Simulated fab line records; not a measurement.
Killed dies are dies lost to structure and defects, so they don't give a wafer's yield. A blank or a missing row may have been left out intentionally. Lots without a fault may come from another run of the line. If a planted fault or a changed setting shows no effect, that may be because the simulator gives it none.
Problem report in the 8D (eight disciplines) form, filled by code | flow n5Finfet | the parts of the form that need people (team, actions taken, sign-off) are left out

## 1. THE PROBLEM
runLengthS at N5_BEOL_M2_VIA_ETCH_34 reads a mean of 74.8 s on 1 wafer of 1 lot; wafers without a fault read 89.2 s with a standard deviation of 0.48. Relative to the usual mean, that is a shift of -30 standard deviations.
The step: etches the open film in C4F6/O2, target depth 69.4 nm, time 65.9 s.
First observed at day 10 18:31: wafer L941.3, on rieDiel-01. At this step, 27 wafers from 10 lots have a number in the record. Rule for "out" (also "out of limits"): further than 4 standard deviations from the usual mean. The rest of the wafers with a number are treated as sound.

## 2. WHAT IT IS AND WHAT IT IS NOT
question                    | is                | is not
which readings at this step | runLengthS        | chamberPressureMTorr, drypumpMotorCurrentA, oesProductAu, rfVppV, showerheadPlenumPTorr, throttleValvePct
which lots                  | L941              | L929, L931, L932, L935, L937, L940, L948, L949, L952
which wafers of those lots  | L941.3            | L941.2, L941.4
read on which tools         | rieDiel-01        | rieDiel-02, rieDiel-05
when                        | from day 10 18:31 | up to then (20 sound wafers); but 6 sound wafers of L948, L949, L952 came after

## 3. THE SUSPECTS, EACH WITH WHAT RULES IT OUT
Counting: if a tool at a process step up to the reading ran every lot that is out, it stays a suspect. Sound lots after the first of them don't rule it out here, since some wafers of a struck lot are sound.
- aldSin-03 at N5_BEOL_M2_ALD_98 (deposits SiO2, target thk 2.5 nm, pulse time 1 s, co reactant pulse time 1 s): kept. It processed L941, the lot that is out, at day 9 22:26, and its most recent sound lot before then was L940 at day 9 22:21.
- rieDiel-01 at N5_BEOL_M2_VIA_ETCH_34 (etches the open film in C4F6/O2, target depth 69.4 nm, time 65.9 s): kept. It processed L941, the lot that is out, at day 10 18:31, and its most recent sound lot before then was L935 at day 8 12:25. Its own readings are out on those wafers: runLengthS.
- Within aldSin-03 at N5_BEOL_M2_ALD_98: the wafers that are out ran in chamber 0; their sound lot-mates ran in chambers 2, 3.
- Within rieDiel-01 at N5_BEOL_M2_VIA_ETCH_34: the wafers that are out ran in chamber 3; their sound lot-mates ran in chambers 1, 2.
After counting, aldSin-03 at N5_BEOL_M2_ALD_98 and rieDiel-01 at N5_BEOL_M2_VIA_ETCH_34 remain.

## 4. THE CAUSE (what the simulator had put in)
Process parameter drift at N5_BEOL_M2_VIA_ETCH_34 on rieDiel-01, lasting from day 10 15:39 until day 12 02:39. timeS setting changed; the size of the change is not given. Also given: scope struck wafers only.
Of the 2 suspects that counting leaves, this tool is one.

## 5. THE CHAIN OF EFFECTS, in route order
Each row: a reading where the mean over the struck wafers with a number is more than 3 standard deviations away from the usual. Only readings for which the record gives a usual standard deviation are gone through. hours: the time from each lot's start at the first step in this table that gives one to its start at this step, as a median over the lots. sigmas: the change in usual standard deviations.
hours | step                   | reading    | usual  | on struck wafers | change | sigmas
0     | N5_BEOL_M2_VIA_ETCH_34 | runLengthS | 89.2 s | 74.8             | -14.4  | -30
Its process steps:
- N5_BEOL_M2_VIA_ETCH_34: etches the open film in C4F6/O2, target depth 69.4 nm, time 65.9 s.
At these later measuring or inspecting steps, every struck wafer for which the step has a row has a number for every such reading, and none has moved that far: N5_BEOL_M4_RC_MEAS_101.

## 6. HOW IT WOULD HAVE BEEN CAUGHT EARLIER
3 hours passed between the start of the fault at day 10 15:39 and the first reading out of limits in this record, taken at day 10 18:31.
